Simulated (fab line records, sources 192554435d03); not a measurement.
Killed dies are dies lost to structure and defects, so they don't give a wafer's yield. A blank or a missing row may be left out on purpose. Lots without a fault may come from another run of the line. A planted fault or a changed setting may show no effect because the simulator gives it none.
fab line records | flow n5_finfet
record lots=10 wafers=30 last_day=17
route steps=1938 shown BEOL_M1@825 BEOL_M2@841 BEOL_M4@1111
lots that met no fault: from a run of the same line without faults
start_h: hours from the record's first day to the start of the lot's first wafer shown | wait_h: hours since the lot's step before | " the same as in the row above | L1.1+2: a row that stands for several wafers | - no value, or no start given | * or withheld: withheld | < > ~ a bound
route shown NAME@n: a module of which the file shows steps, and the number in the route of the first | usual: mean/standard deviation of fault-free wafers | same: alike in all rows | chamber/n: place in a boat | sites: the reading at each site | _std_site: their standard deviation | _edge_site: outer sites' mean less inner sites' | radius_mm: how far each site lies from the wafer's centre | mask NAME#n: copy n | behind: the tool/chamber that last shaped the wafer | hold: why the lot was held/for how many hours/how that ended | device: the transistor (n, p or np) that didn't switch | end of line: the same wafers' tests at the end of the route | a step without rows: its recipe alone | killed: dies lost to structure and defects at the first sort, not the wafer's yield | map: a wafer's dies, x killed, . not, _ none there
set.NAME: the setting as run; set.NAME@STEP: as run at that earlier step | model.NAME: the simulator's own value behind a step, which no gauge read
steps of the route over a sample of lots; a table a step, a row a wafer
services: from which hour (start_h, from the record's first day; less than 0 if before it) a tool's chamber was out of use, for how many hours, and why
## steps
# step N5_BEOL_M1_ANNEAL_91
# recipe temp_c=400 time_s=240 ambient=vacuum
# usual heater_power_w=804/100
# columns lot.wafer tool chamber start_h wait_h heater_power_w
L830.2 pvd_sputter-02 - 139.55 0.0 941
L830.3 " - " " 711
L830.5 " - " " 707
L833.1 pvd_sputter-03 - 152.03 0.0 692
L833.2 " - " " 687
L833.3 " - " " 836
L834.2 pvd_sputter-03 - 153.87 0.0 691
L834.3 " - " " 952
L834.6 " - " " 968
L835.1 pvd_sputter-01 - 156.83 0.0 786
L835.4 " - " " 790
L835.5 " - " " 807
L845.1 pvd_sputter-02 - 218.88 0.0 690
L845.2 " - " " 870
L845.6 " - " " 921
L846.3 pvd_sputter-01 - 222.78 0.0 849
L846.4 " - " " 801
L846.5 " - " " 806
L847.2 pvd_sputter-02 - 226.16 0.0 669
L847.3 " - " " 891
L847.6 " - " " 668
L848.1 pvd_sputter-02 - 233.42 0.0 959
L848.2 " - " " 689
L848.5 " - " " 920
L853.1 pvd_sputter-01 - 273.44 0.0 814
L853.4 " - " " 828
L853.6 " - " " 854
L852.2 pvd_sputter-03 - 277.50 0.0 700
L852.5 " - " " 683
L852.6 " - " " 860
# step N5_BEOL_M1_SPUTTER_92
# recipe material=Cu target_thk_a=45 temp_c=-20 chamber_pressure_pa=0.07 power_w=withheld time_s=8.29
# usual throttle_valve_pct=30.1/0.65
# columns lot.wafer tool chamber start_h wait_h throttle_valve_pct
L830.2 pvd_sputter-02 - 139.69 0.1 29.2
L830.3 " - " " 31.0
L830.5 " - " " 30.7
L833.1 pvd_sputter-03 - 152.17 0.1 30.8
L833.2 " - " " 30.0
L833.3 " - " " 28.7
L834.2 pvd_sputter-03 - 154.01 0.1 29.9
L834.3 " - " " 30.6
L834.6 " - " " 30.8
L835.1 pvd_sputter-01 - 156.97 0.1 30.4
L835.4 " - " " 30.1
L835.5 " - " " 30.8
L845.1 pvd_sputter-02 - 219.02 0.1 30.5
L845.2 " - " " 30.3
L845.6 " - " " 29.1
L846.3 pvd_sputter-01 - 222.92 0.1 29.8
L846.4 " - " " 29.2
L846.5 " - " " 30.4
L847.2 pvd_sputter-02 - 226.30 0.1 30.0
L847.3 " - " " 30.4
L847.6 " - " " 30.2
L848.1 pvd_sputter-02 - 233.56 0.1 29.6
L848.2 " - " " 30.9
L848.5 " - " " 30.4
L853.1 pvd_sputter-01 - 273.58 0.1 29.3
L853.4 " - " " 30.5
L853.6 " - " " 30.2
L852.2 pvd_sputter-03 - 277.64 0.1 30.8
L852.5 " - " " 30.2
L852.6 " - " " 28.6
# step N5_BEOL_M1_INSPECT_59
# recipe inspect_instrument=darkfield mode=post_dep
# usual raw_defect_count=71/19
# columns lot.wafer tool chamber start_h wait_h raw_defect_count
L830.2 defect_inspect-01 - 141.48 0.0 66
L830.3 " - " " 53
L830.5 " - " " 69
L833.1 defect_inspect-01 - 156.96 0.0 40
L833.2 " - " " 56
L833.3 " - " " 90
L834.2 defect_inspect-01 - 157.11 0.0 48
L834.3 " - " " 72
L834.6 " - " " 43
L835.1 defect_inspect-01 - 158.93 0.0 82
L835.4 " - " " 47
L835.5 " - " " 58
L845.1 defect_inspect-02 - 220.74 0.0 78
L845.2 " - " " 96
L845.6 " - " " 67
L846.3 defect_inspect-02 - 224.47 0.0 63
L846.4 " - " " 80
L846.5 " - " " 84
L847.2 defect_inspect-02 - 227.82 0.0 77
L847.3 " - " " 92
L847.6 " - " " 96
L848.1 defect_inspect-02 - 235.09 0.0 43
L848.2 " - " " 53
L848.5 " - " " 58
L853.1 defect_inspect-01 - 275.10 0.0 62
L853.4 " - " " 51
L853.6 " - " " 52
L852.2 defect_inspect-02 - 279.50 0.0 75
L852.5 " - " " 79
L852.6 " - " " 55
# step N5_BEOL_M2_ILD_DEP_00
# recipe material=SiOC target_thk_a=790 temp_c=350 precursor=DEMS/O2 pressure_torr=5 rf_w=500 time_s=15.3
# usual heater_power_w=477/56 showerhead_plenum_p_Torr=5.695/0.014 showerhead_vpp_V=1386/53 throttle_valve_pct=12.0/0.49
# columns lot.wafer tool chamber start_h wait_h heater_power_w showerhead_plenum_p_Torr showerhead_vpp_V since_wet_clean_h throttle_valve_pct
L830.2 pecvd-04 1 141.52 0.0 340 5.714 1407 1752 11.8
L830.3 " 1 " " 348 5.713 1397 - 11.8
L830.5 " 1 " " 341 5.723 1425 - 11.6
L833.1 pecvd-01 2 157.00 0.0 509 5.690 1380 469 11.8
L833.2 " 0 " " 495 5.705 1309 1223 12.8
L833.3 " 1 " " 539 5.692 1367 1948 11.9
L834.2 pecvd-04 2 157.14 0.0 430 5.704 1496 288 12.3
L834.3 " 0 " " 399 5.667 1336 1042 12.3
L834.6 " 1 " " 408 5.724 1431 - 11.5
L835.1 pecvd-01 0 158.97 0.0 456 5.688 1301 1225 12.7
L835.4 " 2 " " 505 5.714 1386 - 12.0
L835.5 " 1 " " 515 5.686 1383 - 11.6
L845.1 pecvd-01 1 220.78 0.0 567 5.681 1373 2012 11.4
L845.2 " 0 " " 548 5.693 1306 1287 12.8
L845.6 " 0 " " 535 5.692 1307 - 12.8
L846.3 pecvd-01 2 224.50 0.0 486 5.698 1367 537 12.0
L846.4 " 1 " " 546 5.683 1392 - 11.6
L846.5 " 2 " " 471 5.707 1363 - 12.2
L847.2 pecvd-02 1 227.85 0.0 485 5.683 1395 1475 12.5
L847.3 " 1 " " 482 5.695 1395 - 12.5
L847.6 " 1 " " 486 5.682 1386 - 12.6
L848.1 pecvd-02 0 235.13 0.0 511 5.713 1452 758 11.3
L848.2 " 1 " " 515 5.679 1404 1483 12.8
L848.5 " 0 " " 501 5.704 1440 - 11.7
L853.1 pecvd-04 0 275.13 0.0 467 5.667 1347 1160 12.4
L853.4 " 1 " " 413 5.713 1416 - 11.8
L853.6 " 0 " " 472 5.690 1326 - 12.4
L852.2 pecvd-02 0 279.53 0.0 476 5.730 1449 802 11.4
L852.5 " 1 " " 476 5.683 1377 - 12.8
L852.6 " 0 " " 472 5.712 1455 - 11.6
# step N5_BEOL_M2_THK_MEAS_01
# recipe reads=SiOC_of_BEOL_M2_ILD_DEP_00
# usual M2_ILD_THK=79.2/1.1
# columns lot.wafer tool chamber start_h wait_h M2_ILD_THK[nm]
L830.2 film_metro-01 - 141.60 0.1 79.3
L830.3 " - " " 79.8
L830.5 " - " " 80.1
L833.1 film_metro-01 - 157.06 0.0 78.4
L833.2 " - " " 78.9
L833.3 " - " " 78.4
L834.2 film_metro-02 - 157.21 0.1 78.3
L834.3 " - " " 78.2
L834.6 " - " " 80.8
L835.1 film_metro-02 - 159.04 0.0 79.1
L835.4 " - " " 79.5
L835.5 " - " " 78.1
L845.1 film_metro-01 - 220.84 0.0 76.7
L845.2 " - " " 88.8
L845.6 " - " " 80.3
L846.3 film_metro-02 - 224.57 0.1 78.9
L846.4 " - " " 88.9
L846.5 " - " " 79.8
L847.2 film_metro-02 - 227.94 0.1 78.8
L847.3 " - " " 80.5
L847.6 " - " " 80.7
L848.1 film_metro-01 - 235.19 0.0 79.2
L848.2 " - " " 78.4
L848.5 " - " " 80.5
L853.1 film_metro-02 - 275.20 0.0 78.1
L853.4 " - " " 80.2
L853.6 " - " " 79.9
L852.2 film_metro-01 - 279.60 0.1 79.0
L852.5 " - " " 80.8
L852.6 " - " " 80.4
# step N5_BEOL_M4_RC_MEAS_101
# usual DIBL_N=36.5/1.7 DIBL_P=36.3/2.1 IOFF_N=0.16/0.036 IOFF_P=0.21/0.037 ION_N=676/12 ION_P=462/7.6 SS_N=71.5/0.68 SS_P=73.3/0.63 VT_N=249/3.5 VT_P=-250/3.5
# columns lot.wafer tool chamber start_h wait_h DIBL_N[mV/V] DIBL_P[mV/V] IOFF_N[nA/um] IOFF_P[nA/um] ION_N[uA/um] ION_P[uA/um] SS_N[mV/dec] SS_P[mV/dec] VT_N[mV] VT_P[mV]
L830.2 prober-01 0 176.10 0.2 36.5 36.5 0.18 0.22 682 472 71.6 73.3 248 -248
L830.3 " 0 " " 37.3 37.2 0.20 0.23 687 463 72.3 73.7 247 -250
L830.5 " 0 " " 37.0 36.9 0.19 0.22 685 466 72.0 73.5 244 -248
L833.1 prober-02 0 189.85 0.0 38.8 38.2 0.23 0.28 697 472 71.3 74.5 248 -245
L833.2 " 0 " " 37.0 35.9 0.18 0.24 688 469 71.5 73.4 247 -248
L833.3 " 0 " " 37.7 37.0 0.20 0.26 693 472 71.6 74.2 247 -246
L834.2 prober-01 0 193.78 0.2 36.3 33.9 0.14 0.18 665 453 71.0 72.9 254 -248
L834.3 " 0 " " 34.4 33.5 0.12 0.17 663 453 69.8 73.0 252 -250
L834.6 " 0 " " 34.7 33.9 0.13 0.18 664 450 70.3 72.3 253 -249
L835.1 prober-02 0 201.93 0.0 39.0 38.2 0.21 0.26 685 469 71.9 74.1 248 -247
L835.4 " 0 " " 38.7 38.2 0.20 0.27 683 470 72.0 73.8 243 -246
L835.5 " 0 " " 37.0 35.9 0.17 0.22 674 462 70.7 73.3 250 -247
L847.2 prober-01 0 256.84 0.2 37.6 38.6 0.18 0.22 681 467 72.4 73.6 248 -250
L847.3 " 0 " " 35.3 35.9 0.13 0.19 667 459 71.0 73.3 253 -251
L847.6 " 0 " " 39.6 40.3 0.23 0.25 682 463 72.1 74.1 244 -247
L846.3 prober-01 0 259.90 0.3 36.5 37.1 0.16 0.22 674 461 71.1 73.9 252 -251
L846.4 " 0 " " 33.6 34.0 0.13 0.18 667 460 70.8 73.0 252 -254
L846.5 " 0 " " 35.1 36.0 0.14 0.21 667 461 71.1 73.9 253 -249
L845.1 prober-02 0 264.55 0.0 36.0 36.6 0.15 0.21 667 456 72.2 73.3 252 -250
L845.2 " 0 " " 34.1 34.7 0.13 0.19 677 466 71.1 73.0 251 -250
L845.6 " 0 " " 35.2 36.3 0.15 0.21 675 466 71.9 73.5 251 -250
L848.1 prober-02 0 282.16 0.0 38.1 39.1 0.23 0.26 689 467 72.1 73.5 245 -246
L848.2 " 0 " " 37.3 38.4 0.21 0.26 701 477 71.9 73.4 243 -247
L848.5 " 0 " " 36.4 37.8 0.19 0.24 693 473 71.6 74.1 247 -248
L853.1 prober-01 0 310.17 0.0 39.0 37.7 0.19 0.24 679 463 73.4 74.3 246 -247
L853.4 " 0 " " 36.7 36.5 0.16 0.24 689 480 70.5 73.0 248 -246
L853.6 " 0 " " 35.6 34.4 0.13 0.19 679 464 71.2 72.9 250 -252
L852.2 prober-02 0 310.87 0.2 38.3 38.7 0.19 0.25 673 469 72.7 73.5 246 -248
L852.5 " 0 " " 36.6 36.7 0.14 0.23 654 459 71.7 73.3 253 -248
L852.6 " 0 " " 35.1 35.0 0.14 0.20 668 462 71.7 73.1 250 -249
## services
# columns tool chamber start_h hours kind
pecvd-04 0 137.13 5.5 scheduled_down
pvd_sputter-01 - 151.43 3.4 repair
pecvd-02 2 166.59 - calibration
pecvd-04 - 189.42 0.3 repair
pecvd-02 2 202.38 - clean
pecvd-02 2 202.38 - consumable_replace:showerhead
pecvd-02 2 202.38 29.0 scheduled_down
pecvd-02 2 202.38 29.0 vent_cycle
pecvd-01 0 214.63 5.5 scheduled_down
pecvd-04 0 233.51 2.1 scheduled_down
pecvd-04 1 236.22 5.5 scheduled_down
pecvd-04 2 241.68 16.5 scheduled_down
pecvd-04 1 277.93 6.6 repair
## key
first_sign step=N5_BEOL_M2_THK_MEAS_01 reading=M2_ILD_THK direction=up sigmas=8.5 usual=79.2 struck=88.8
effect none on later readings
met_at N5_BEOL_M2_ILD_DEP_00
struck_lots L845,L846
struck_wafers L845.2,L846.4
not_acting_at N5_BEOL_M1_ANNEAL_91,N5_BEOL_M1_SPUTTER_92,N5_BEOL_M1_INSPECT_59
onset_between 158.97 220.78
fault kind=process_parameter_drift tool=pecvd-01 chamber=- onset_h=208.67 steps=N5_BEOL_M2_ILD_DEP_00 channel=target_thk_a offset=* shape=step end_h=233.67 scope=struck_wafers_only acts_in=* stated=*
